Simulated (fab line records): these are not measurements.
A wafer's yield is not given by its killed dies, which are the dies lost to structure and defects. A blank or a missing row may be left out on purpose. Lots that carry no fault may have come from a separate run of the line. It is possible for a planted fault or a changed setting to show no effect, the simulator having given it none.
fab line records	flow n5-finfet
[record] lots = 14	wafers = 42	last-day = 17
route steps=1938 shown BEOL_M4@1105 BEOL_M5@1127
lots that met no fault: from a run of the same line without faults
start-h: start of the lot's first displayed wafer, in hours after the record's first day	wait-h: how many hours have passed since the lot's step before this one	" identical to the entry in the row above	L1.1+2: several wafers, shown together as one row	- either no value or no given start	* or withheld: withheld	< > ~ a bound
route shown NAME@n: names a module that has steps shown in the file, with the first one's number in the route	usual: the fault-free wafers' mean and standard deviation	same: alike in all rows	chamber/n: place in a boat	sites: each site's reading	_std_site: how widely they spread, as a standard deviation	_edge_site: the outer-site mean with the inner-site mean subtracted	radius-mm: for every site, how far away it sits from the centre of the wafer	mask NAME#n: copy n	behind: the last tool/chamber to shape the wafer	hold: what put the lot on hold/how long, in hours/how the hold closed	device: names the non-switching transistor (n, p or np)	end of line: the same wafers' tests at the end of the route	step lacking rows: just its recipe	killed: count of dies lost to structure and defects at first sort (not the wafer's yield)	map: a wafer's dies, marking killed ones x, the rest . and places with no die _
set.NAME: the setting the step ran with; set.NAME@STEP: the setting that earlier step ran with	model.NAME: the simulator's own value behind a step, which no gauge read
a sample of lots followed through the steps of the route, with each step as a table and each wafer as a row
services: when a tool's chamber went out of use (start-h, in hours from the record's first day, below 0 if earlier), for how many hours, and the reason
[[steps]]
[step N5_BEOL_M4_PRE_CLEAN_60]
[recipe] gas = NH3/H2	time-s = 15	temp-c = *	rf-power-w = 300
[usual] heater-power-w = 74/21	rf-fwd-power-W = 296.9/1.5	susceptor-temp-C = *
[same] time-s = 15
lot.wafer	tool	chamber	start-h	wait-h	heater-power-w	rf-fwd-power-W	susceptor-temp-C
L998.3	cvd-co-02	2	175.81	0.0	95	300.7	*
L998.4	"	1	"	"	56	294.8	*
L998.6	"	0	"	"	79	299.1	*
L997.1	cvd-co-01	0	176.22	0.0	42	295.2	*
L997.4	"	0	"	"	43	295.6	*
L997.5	"	0	"	"	42	295.2	*
L999.3	cvd-co-02	0	178.06	0.0	79	299.6	*
L999.4	"	1	"	"	55	295.3	*
L999.6	"	0	"	"	78	300.6	*
L102.2	cvd-co-01	0	194.95	0.0	43	295.2	*
L102.3	"	1	"	"	72	300.0	*
L102.5	"	2	"	"	99	295.7	*
L103.1	cvd-co-01	1	199.67	0.0	72	296.9	*
L103.4	"	1	"	"	72	297.2	*
L103.6	"	0	"	"	44	297.7	*
L111.1	cvd-co-02	1	242.87	0.0	56	294.6	*
L111.2	"	0	"	"	76	297.4	*
L111.5	"	2	"	"	93	298.6	*
L110.2	cvd-co-01	2	246.65	0.0	101	296.6	*
L110.4	"	2	"	"	103	295.8	*
L110.5	"	0	"	"	44	296.8	*
L112.3	cvd-co-01	2	258.29	0.0	99	294.8	*
L112.4	"	0	"	"	41	295.6	*
L112.5	"	2	"	"	99	295.1	*
L114.1	cvd-co-02	0	270.88	0.0	80	298.5	*
L114.2	"	2	"	"	98	298.2	*
L114.4	"	2	"	"	96	298.0	*
L115.2	cvd-co-01	0	274.97	0.0	43	296.6	*
L115.4	"	0	"	"	43	296.7	*
L115.5	"	2	"	"	100	296.2	*
L117.1	cvd-co-01	1	286.61	0.0	73	296.6	*
L117.2	"	0	"	"	43	294.0	*
L117.3	"	2	"	"	102	295.6	*
L116.1	cvd-co-01	2	286.92	0.0	99	295.8	*
L116.4	"	1	"	"	72	298.3	*
L116.5	"	2	"	"	98	296.0	*
L119.3	cvd-co-02	1	308.61	0.0	56	296.1	*
L119.4	"	1	"	"	57	296.4	*
L119.5	"	0	"	"	79	299.9	*
L120.4	cvd-co-02	1	310.21	0.1	56	295.7	*
L120.5	"	2	"	"	97	298.7	*
L120.6	"	0	"	"	78	298.0	*
[step N5_BEOL_M5_OVL_MEAS_12]
[recipe] points-per-wafer = 522
[usual] M5_OVL = -0.6/0.67
lot.wafer	tool	chamber	start-h	wait-h	M5_OVL[nm]
L998.3	overlay-02	0	179.34	0.0	0.2
L998.4	"	0	"	"	0.0
L998.6	"	0	"	"	-0.3
L997.1	overlay-01	0	179.50	0.0	-2.4
L997.4	"	0	"	"	-1.7
L997.5	"	0	"	"	-2.1
L999.3	overlay-02	0	180.40	0.0	-0.4
L999.4	"	0	"	"	-0.7
L999.6	"	0	"	"	0.1
L102.2	overlay-01	0	197.46	0.0	-1.3
L102.3	"	0	"	"	-1.1
L102.5	"	0	"	"	0.1
L103.1	overlay-02	0	203.17	0.0	-1.0
L103.4	"	0	"	"	-0.5
L103.6	"	0	"	"	-1.1
L111.1	overlay-01	0	245.70	0.0	-1.6
L111.2	"	0	"	"	-0.9
L111.5	"	0	"	"	-0.7
L110.2	overlay-01	0	250.77	0.0	0.2
L110.4	"	0	"	"	-0.2
L110.5	"	0	"	"	1.1
L112.3	overlay-01	0	261.27	0.0	-0.9
L112.4	"	0	"	"	-0.7
L112.5	"	0	"	"	-0.5
L114.1	overlay-01	0	275.19	0.0	-1.0
L114.2	"	0	"	"	-0.3
L114.4	"	0	"	"	-0.9
L115.2	overlay-02	0	277.94	0.0	-0.4
L115.4	"	0	"	"	0.3
L115.5	"	0	"	"	-0.3
L117.1	overlay-01	0	289.40	0.0	-0.4
L117.2	"	0	"	"	0.2
L117.3	"	0	"	"	-0.4
L116.1	overlay-02	0	289.78	0.0	-0.6
L116.4	"	0	"	"	-0.9
L116.5	"	0	"	"	-1.2
L119.3	overlay-02	0	312.04	0.0	-1.6
L119.4	"	0	"	"	-0.9
L119.5	"	0	"	"	-0.2
L120.4	overlay-01	0	313.13	0.0	-0.4
L120.5	"	0	"	"	-1.0
L120.6	"	0	"	"	-1.8
[step N5_BEOL_M5_ETCH_72]
[recipe] chemistry = N2/H2	target = underlayer	target-depth-a = 65	mask-material = CAR-EUV	time-s = 5.2	ion-energy-ev = 200	pressure-mtorr = 30	source-w = 840	bias-w = 150	n2-flow-sccm = 200	h2-flow-sccm = 200	ends = cleared
[usual] bias-w = 150.0/0.47	chamber-pressure-mTorr = 30.00/0.041	drypump-motor-current-A = 5.8/0.53	etch-rf-on-time-s = 5.16/0.087	oes-product-au = 0.69/0.074	rf-fwd-power-W = 819.3/2.5	rf-vpp-V = 525.4/2.7	showerhead-plenum-p-Torr = 2.59/0.084	throttle-valve-pct = 17.7/0.34
lot.wafer	tool	chamber	start-h	wait-h	bias-w	chamber-pressure-mTorr	drypump-motor-current-A	etch-rf-on-time-s	oes-product-au	rf-fwd-power-W	rf-hours-counter-h	rf-vpp-V	showerhead-plenum-p-Torr	throttle-valve-pct
L998.3	rie-diel-01	1	179.47	0.0	149.4	30.06	5.0	5.12	0.75	814.6	32	526.3	2.71	17.7
L998.4	"	2	"	"	150.1	30.05	5.4	5.20	0.59	821.5	232	527.8	2.62	18.0
L998.6	"	1	"	"	149.9	29.94	5.0	5.14	0.75	815.9	-	526.9	2.71	17.6
L997.1	rie-diel-06	0	179.62	0.0	149.7	30.03	5.0	5.07	0.74	814.2	49	530.1	2.69	17.5
L997.4	"	1	"	"	150.2	29.94	5.9	5.06	0.80	817.6	-	524.1	2.59	17.5
L997.5	"	3	"	"	150.5	29.99	6.2	5.10	0.79	820.3	-	526.7	2.60	17.2
L999.3	rie-diel-06	3	180.51	0.0	150.8	30.01	6.2	5.11	0.78	818.8	22	526.0	2.60	17.2
L999.4	"	0	"	"	149.8	29.97	5.0	5.05	0.74	817.9	-	528.2	2.69	17.5
L999.6	"	3	"	"	151.2	29.98	6.2	5.03	0.79	820.5	-	525.5	2.60	17.2
L102.2	rie-diel-06	3	197.59	0.0	150.7	30.01	6.2	5.14	0.78	821.3	27	525.8	2.60	17.2
L102.3	"	0	"	"	149.5	29.99	5.0	5.13	0.74	822.0	53	528.6	2.68	17.5
L102.5	"	2	"	"	149.7	29.99	6.4	5.30	0.60	814.7	-	521.7	2.41	18.4
L103.1	rie-diel-01	2	203.30	0.0	150.4	30.02	5.4	5.15	0.58	817.9	235	526.5	2.62	18.0
L103.4	"	3	"	"	149.9	30.01	5.7	5.16	0.72	820.1	70	522.5	2.47	17.6
L103.6	"	0	"	"	149.4	29.98	6.7	5.19	0.64	820.4	-	525.5	2.63	17.7
L111.1	rie-diel-06	0	246.25	0.0	149.9	30.03	5.0	5.05	0.72	820.5	70	527.3	2.68	17.5
L111.2	"	2	"	"	150.1	30.04	6.4	5.19	0.60	819.3	220	521.4	2.41	18.4
L111.5	"	3	"	"	150.4	30.05	6.2	5.11	0.75	817.6	-	524.6	2.59	17.2
L110.2	rie-diel-01	1	250.89	0.0	149.6	30.04	5.0	5.10	0.72	821.7	54	527.0	2.70	17.7
L110.4	"	0	"	"	149.1	30.04	6.7	5.20	0.62	821.8	189	526.1	2.63	17.8
L110.5	"	3	"	"	150.5	29.92	5.8	5.17	0.69	816.5	-	521.4	2.47	17.6
L112.3	rie-diel-06	2	261.39	0.0	150.1	30.06	6.4	5.27	0.59	821.2	225	519.8	2.40	18.4
L112.4	"	0	"	"	149.6	30.03	5.0	5.09	0.72	817.1	75	527.3	2.67	17.5
L112.5	"	1	"	"	150.4	30.08	5.9	5.07	0.75	819.9	-	524.2	2.58	17.6
L114.1	rie-diel-01	2	275.32	0.0	149.7	30.03	5.4	4.99	0.87	822.9	0	524.5	2.61	17.7
L114.2	"	3	"	"	150.9	30.03	5.7	5.09	0.69	818.7	95	523.4	2.46	17.7
L114.4	"	0	"	"	150.5	29.95	6.6	5.21	0.62	818.7	200	527.0	2.62	17.8
L115.2	rie-diel-03	2	278.07	0.0	150.1	30.03	6.0	5.19	0.60	820.0	227	527.1	2.62	18.0
L115.4	"	0	"	"	150.1	29.93	5.3	5.31	0.61	816.7	206	526.2	2.62	17.6
L115.5	"	1	"	"	149.3	29.96	5.9	5.25	0.61	820.2	-	524.7	2.62	18.0
L117.1	rie-diel-06	2	289.54	0.0	150.5	30.00	6.4	5.32	0.58	818.5	235	519.7	2.40	18.4
L117.2	"	3	"	"	150.4	29.99	6.2	5.07	0.74	817.8	57	523.1	2.58	17.3
L117.3	"	1	"	"	149.3	29.94	5.9	5.04	0.75	815.5	43	524.6	2.58	17.6
L116.1	rie-diel-06	0	289.92	0.0	150.4	30.05	5.0	5.15	0.70	819.1	86	526.7	2.67	17.6
L116.4	"	2	"	"	150.3	29.97	6.4	5.34	0.58	822.0	235	519.7	2.40	18.4
L116.5	"	2	"	"	150.0	29.94	6.4	5.36	0.57	820.7	-	519.8	2.40	18.5
L119.3	rie-diel-03	3	312.16	0.0	150.5	30.05	5.7	5.24	0.75	818.8	45	526.2	2.60	17.8
L119.4	"	0	"	"	149.2	29.95	5.3	5.23	0.60	818.5	217	527.1	2.62	17.7
L119.5	"	1	"	"	149.2	29.94	5.9	5.25	0.60	824.5	-	525.9	2.61	18.0
L120.4	rie-diel-03	0	313.59	0.0	149.8	29.98	5.3	5.16	0.60	821.0	218	525.8	2.62	17.6
L120.5	"	0	"	"	149.6	29.98	5.3	5.24	0.59	823.6	-	526.6	2.62	17.6
L120.6	"	1	"	"	149.4	30.02	5.9	5.16	0.61	817.4	-	525.2	2.61	18.0
[step N5_BEOL_M5_ETCH_62]
[recipe] chemistry = N2/H2	target = SOC	target-depth-a = 750	overetch-a = 150	mask-material = SiARC	temp-c = 40	time-s = 112.5	ion-energy-ev = 200	pressure-mtorr = 30	source-w = 840	bias-w = 150	n2-flow-sccm = 200	h2-flow-sccm = 200
[usual] bias-w = 150.0/0.5	chamber-pressure-mTorr = 29.998/0.028	drypump-motor-current-A = 5.8/0.54	oes-product-au = 0.64/0.064	rf-fwd-power-W = 835.9/2.9	rf-vpp-V = 525.3/2.5	showerhead-plenum-p-Torr = 2.59/0.084	throttle-valve-pct = 17.7/0.35	time-s = 112.5/0
lot.wafer	tool	chamber	start-h	wait-h	bias-w	chamber-pressure-mTorr	drypump-motor-current-A	oes-product-au	rf-fwd-power-W	rf-hours-counter-h	rf-vpp-V	showerhead-plenum-p-Torr	throttle-valve-pct	time-s
L998.3	rie-diel-01	1	179.52	0.0	150.5	29.993	5.0	0.69	840.6	32	529.4	2.71	17.6	112.5
L998.4	"	2	"	"	149.8	29.997	5.4	0.55	840.8	232	526.6	2.62	18.0	112.5
L998.6	"	1	"	"	150.4	29.976	5.0	0.69	834.7	-	527.6	2.71	17.6	112.5
L997.1	rie-diel-06	0	179.67	0.0	150.7	29.956	5.0	0.68	830.2	49	528.3	2.69	17.5	112.5
L997.4	"	1	"	"	149.9	30.032	5.9	0.74	835.5	-	525.6	2.59	17.5	112.5
L997.5	"	3	"	"	150.0	30.004	6.2	0.72	836.2	-	525.5	2.60	17.2	112.5
L999.3	rie-diel-06	3	180.56	0.0	150.6	30.002	6.2	0.73	837.3	22	525.3	2.60	17.2	112.5
L999.4	"	0	"	"	151.0	30.002	5.0	0.68	836.4	-	527.8	2.69	17.5	112.5
L999.6	"	3	"	"	150.4	29.983	6.2	0.72	837.3	-	526.6	2.60	17.2	112.5
L102.2	rie-diel-06	3	197.63	0.0	-	-	-	-	-	-	-	-	-	-
L102.3	"	0	"	"	-	-	-	-	-	-	-	-	-	-
L102.5	"	2	"	"	-	-	-	-	-	-	-	-	-	-
L103.1	rie-diel-01	2	203.34	0.0	-	-	-	-	-	-	-	-	-	-
L103.4	"	3	"	"	-	-	-	-	-	-	-	-	-	-
L103.6	"	0	"	"	-	-	-	-	-	-	-	-	-	-
L111.1	rie-diel-06	0	246.30	0.0	149.9	30.037	5.0	0.66	836.0	71	527.6	2.68	17.5	112.5
L111.2	"	2	"	"	149.1	30.020	6.4	0.55	831.5	220	521.1	2.41	18.4	112.5
L111.5	"	3	"	"	150.0	29.942	6.2	0.69	835.8	-	524.0	2.59	17.2	112.5
L110.2	rie-diel-01	1	250.94	0.0	149.3	30.014	5.0	0.66	837.7	54	527.2	2.70	17.6	112.5
L110.4	"	0	"	"	149.8	30.015	6.7	0.59	838.6	189	525.1	2.63	17.7	112.5
L110.5	"	3	"	"	150.4	30.026	5.8	0.64	840.1	-	522.1	2.47	17.6	112.5
L112.3	rie-diel-06	2	261.43	0.0	150.4	30.004	6.4	0.56	833.0	225	520.2	2.40	18.4	112.5
L112.4	"	0	"	"	149.2	30.021	5.0	0.65	832.6	75	526.9	2.67	17.5	112.5
L112.5	"	1	"	"	150.3	30.022	5.9	0.70	833.2	-	524.6	2.58	17.5	112.5
L114.1	rie-diel-01	2	275.36	0.0	150.5	30.019	5.4	0.79	836.4	0	526.4	2.61	17.6	112.5
L114.2	"	3	"	"	150.0	30.033	5.8	0.64	834.5	95	521.0	2.46	17.6	112.5
L114.4	"	0	"	"	150.2	29.988	6.7	0.58	838.8	200	527.0	2.62	17.8	112.5
L115.2	rie-diel-03	2	278.11	0.0	149.2	29.945	6.0	0.56	837.4	227	525.7	2.62	17.9	112.5
L115.4	"	0	"	"	150.2	29.995	5.3	0.56	839.8	206	526.6	2.62	17.6	112.5
L115.5	"	1	"	"	149.8	30.001	5.9	0.57	843.5	-	526.3	2.62	17.9	112.5
L117.1	rie-diel-06	2	289.58	0.0	150.1	29.981	6.4	0.55	839.7	235	519.9	2.40	18.4	112.5
L117.2	"	3	"	"	149.7	30.020	6.2	0.68	832.8	57	525.5	2.58	17.2	112.5
L117.3	"	1	"	"	150.8	30.009	5.9	0.69	836.1	43	524.5	2.58	17.5	112.5
L116.1	rie-diel-06	0	289.97	0.0	150.9	30.000	5.0	0.65	833.9	86	527.5	2.67	17.5	112.5
L116.4	"	2	"	"	151.2	29.929	6.4	0.54	836.9	235	519.4	2.40	18.4	112.5
L116.5	"	2	"	"	149.8	30.013	6.4	0.55	841.1	-	519.5	2.40	18.4	112.5
L119.3	rie-diel-03	3	312.20	0.0	150.0	29.992	5.7	0.68	830.9	45	524.3	2.60	17.7	112.5
L119.4	"	0	"	"	149.4	29.985	5.3	0.56	834.5	217	526.3	2.62	17.6	112.5
L119.5	"	1	"	"	149.9	30.025	5.9	0.57	833.8	-	525.8	2.61	18.0	112.5
L120.4	rie-diel-03	0	313.63	0.0	149.1	29.931	5.3	0.55	836.3	218	525.3	2.62	17.6	112.5
L120.5	"	0	"	"	149.7	29.991	5.3	0.55	828.4	-	525.8	2.62	17.6	112.5
L120.6	"	1	"	"	149.7	30.018	5.9	0.57	833.0	-	526.9	2.61	18.0	112.5
[step N5_BEOL_M5_HM_OPEN_17]
[recipe] chemistry = Cl2/BCl3	target-depth-a = 200	overetch-a = 60	target = TiN	mask-material = SOC	ion-energy-ev = 150	pressure-mtorr = 10	icp-w = 1000	bias-w = 126	Cl2_flow_sccm = 53.25	bcl3-flow-sccm = 21.75	Ar_flow_sccm = 25
[usual] bias-w = 126.1/0.38	drypump-motor-current-A = 5.6/0.58	he-backside-leak-sccm = 3.3/0.33	oes-product-au = 0.68/0.075	rf-fwd-power-W = 994/3.2	throttle-valve-pct = 22.15/0.23
lot.wafer	tool	chamber	start-h	wait-h	bias-w	drypump-motor-current-A	he-backside-leak-sccm	oes-product-au	rf-fwd-power-W	rf-hours-counter-h	throttle-valve-pct
L998.3	rie-metal-03	1	179.71	0.1	126.3	5.1	3.3	0.66	999	-	22.16
L998.4	"	0	"	"	125.6	6.5	3.0	0.73	994	-	21.89
L998.6	"	0	"	"	125.6	6.5	3.3	0.72	997	-	21.90
L997.1	rie-metal-02	1	180.08	0.3	126.3	5.7	3.3	0.65	994	41	22.37
L997.4	"	1	"	"	127.0	5.7	3.2	0.65	993	-	22.36
L997.5	"	0	"	"	125.8	4.9	3.3	0.53	990	-	22.53
L999.3	rie-metal-03	0	180.75	0.1	126.4	6.5	3.3	0.74	994	-	21.89
L999.4	"	1	"	"	125.4	5.0	3.5	0.67	996	-	22.18
L999.6	"	1	"	"	126.2	5.0	3.5	0.67	991	-	22.16
L102.2	rie-metal-03	1	197.80	0.0	125.2	5.1	3.7	0.29	1004	43	22.83
L102.3	"	0	"	"	126.0	6.5	3.3	0.32	994	-	22.56
L102.5	"	1	"	"	125.2	5.0	3.8	0.29	998	-	22.83
L103.1	rie-metal-01	1	203.51	0.0	126.2	6.0	3.3	0.37	995	1	22.67
L103.4	"	1	"	"	126.7	5.9	3.4	0.35	990	-	22.67
L103.6	"	1	"	"	126.2	5.9	3.2	0.36	993	-	22.65
L111.1	rie-metal-01	1	246.46	0.0	126.0	5.9	3.2	0.78	989	6	22.04
L111.2	"	0	"	"	126.6	5.4	3.4	0.77	994	10	21.70
L111.5	"	1	"	"	126.4	6.0	3.2	0.79	993	-	22.00
L110.2	rie-metal-03	1	251.10	0.0	125.8	5.1	3.3	0.65	993	48	22.20
L110.4	"	0	"	"	125.1	6.5	3.0	0.71	998	-	21.90
L110.5	"	1	"	"	125.7	5.0	3.5	0.66	997	-	22.19
L112.3	rie-metal-02	1	261.66	0.1	125.9	5.7	3.4	0.65	991	-	22.36
L112.4	"	1	"	"	126.1	5.7	3.3	0.64	993	-	22.38
L112.5	"	1	"	"	125.8	5.7	3.4	0.63	995	-	22.37
L114.1	rie-metal-03	1	275.53	0.0	126.1	5.0	3.7	0.65	999	50	22.18
L114.2	"	0	"	"	125.8	6.5	3.2	0.71	998	22	21.91
L114.4	"	0	"	"	125.6	6.5	3.3	0.71	997	-	21.89
L115.2	rie-metal-03	1	278.28	0.0	126.0	5.1	3.8	0.65	994	51	22.18
L115.4	"	1	"	"	126.5	5.1	3.6	0.65	996	-	22.18
L115.5	"	0	"	"	126.6	6.5	3.4	0.71	993	-	21.90
L117.1	rie-metal-03	0	289.75	0.0	125.7	6.5	3.2	0.71	998	24	21.91
L117.2	"	1	"	"	126.7	5.0	3.4	0.65	990	51	22.17
L117.3	"	1	"	"	126.0	5.0	3.5	0.65	989	-	22.19
L116.1	rie-metal-02	0	290.14	0.0	126.1	4.9	3.4	0.80	995	2	22.30
L116.4	"	1	"	"	126.2	5.7	3.3	0.63	994	-	22.39
L116.5	"	0	"	"	125.8	4.9	3.2	0.80	993	-	22.30
L119.3	rie-metal-03	1	312.40	0.1	125.6	5.0	3.4	0.65	997	-	22.20
L119.4	"	0	"	"	125.7	6.5	2.9	0.71	991	-	21.91
L119.5	"	0	"	"	125.9	6.5	3.1	0.70	996	-	21.88
L120.4	rie-metal-02	0	313.83	0.1	126.3	4.9	3.0	0.79	992	-	22.29
L120.5	"	1	"	"	126.2	5.7	3.4	0.63	997	-	22.38
L120.6	"	0	"	"	126.6	4.9	2.8	0.80	993	-	22.25
[step N5_BEOL_M5_CD_MEAS_18]
[recipe] pitch-nm = 56	target-cd-nm = 28
[usual] cd-nm = 28.02/0.28
lot.wafer	tool	chamber	start-h	wait-h	cd-nm
L998.3	cd-sem-01	-	179.87	0.1	28.05
L998.4	"	-	"	"	28.01
L998.6	"	-	"	"	28.08
L997.1	cd-sem-03	-	180.26	0.0	28.20
L997.4	"	-	"	"	27.95
L997.5	"	-	"	"	28.11
L999.3	cd-sem-02	-	180.91	0.1	28.22
L999.4	"	-	"	"	28.00
L999.6	"	-	"	"	28.13
L102.2	cd-sem-01	-	197.98	0.1	-
L102.3	"	-	"	"	-
L102.5	"	-	"	"	-
L103.1	cd-sem-02	-	203.89	0.1	-
L103.4	"	-	"	"	-
L103.6	"	-	"	"	-
L111.1	cd-sem-03	-	246.73	0.0	28.06
L111.2	"	-	"	"	27.96
L111.5	"	-	"	"	28.18
L110.2	cd-sem-03	-	251.29	0.1	27.54
L110.4	"	-	"	"	27.84
L110.5	"	-	"	"	27.79
L112.3	cd-sem-01	-	261.87	0.1	28.22
L112.4	"	-	"	"	28.18
L112.5	"	-	"	"	28.64
L114.1	cd-sem-03	-	275.71	0.0	27.73
L114.2	"	-	"	"	28.22
L114.4	"	-	"	"	28.18
L115.2	cd-sem-03	-	278.46	0.1	27.72
L115.4	"	-	"	"	27.97
L115.5	"	-	"	"	27.70
L117.1	cd-sem-01	-	289.94	0.1	28.12
L117.2	"	-	"	"	28.26
L117.3	"	-	"	"	28.34
L116.1	cd-sem-02	-	290.34	0.0	28.10
L116.4	"	-	"	"	28.25
L116.5	"	-	"	"	27.89
L119.3	cd-sem-01	-	312.56	0.1	28.14
L119.4	"	-	"	"	28.12
L119.5	"	-	"	"	27.97
L120.4	cd-sem-02	-	314.00	0.1	28.43
L120.5	"	-	"	"	27.64
L120.6	"	-	"	"	28.11
[[services]]
tool	chamber	start-h	hours	kind
rie-metal-03	1	154.52	1.6	repair
rie-diel-01	3	163.44	4.6	repair
rie-metal-01	1	163.47	-	clean
rie-metal-01	1	163.47	19.8	scheduled-down
rie-metal-01	1	163.47	19.8	vent-cycle
cvd-co-01	1	164.20	16.8	repair
rie-diel-06	2	178.70	3.8	repair
rie-diel-01	0	184.02	9.1	repair
rie-diel-01	2	185.47	12.7	repair
rie-diel-03	3	194.87	4.1	repair
cvd-co-02	-	202.36	0.9	repair
rie-diel-03	3	202.36	63.7	repair
rie-diel-06	1	228.58	18.5	repair
rie-metal-01	-	234.41	2.8	pm
rie-metal-02	0	252.25	-	clean
rie-metal-02	0	252.25	14.4	scheduled-down
rie-metal-02	0	252.25	14.4	vent-cycle
rie-diel-01	2	252.57	-	clean
rie-diel-01	2	252.57	-	consumable-replace:focus-ring
rie-diel-01	2	252.57	22.7	scheduled-down
rie-diel-01	2	252.57	22.7	vent-cycle
rie-diel-03	1	262.53	4.8	repair
rie-diel-01	3	277.69	5.4	repair
rie-metal-03	1	313.55	10.1	repair
[[key]]
[first-sign] step = N5_BEOL_M5_ETCH_62	reading = tool-record	direction = missing
[effect] step = N5_BEOL_M5_HM_OPEN_17	reading = oes-product-au	direction = down	sigmas = 4.7	usual = 0.68	struck = 0.33
[effect] step = N5_BEOL_M5_CD_MEAS_18	reading = cd-nm	direction = missing
met-at N5_BEOL_M5_ETCH_62
struck-lots L102,L103
later-rows-left-out L102.2,L102.3,L102.5,L103.1,L103.4,L103.6
sort-left-out L102.2,L102.3,L102.5,L103.1,L103.4,L103.6
not-acting-at N5_BEOL_M4_PRE_CLEAN_60,N5_BEOL_M5_OVL_MEAS_12,N5_BEOL_M5_ETCH_72
onset-between 180.56 197.63
[fault] kind = skipped-step-whole	tool = rie-diel-01,rie-diel-06	chamber = -	onset-h = 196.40	steps = N5_BEOL_M5_ETCH_62	scope = struck-lots-only
// sort-left-out: the simulated sort isn't trusted on such a fault, so these wafers' sort isn't shown, and their yield isn't known
// later-rows-left-out: the simulator's readings of these wafers behind a module that went badly wrong aren't trusted and aren't shown, but for the sort
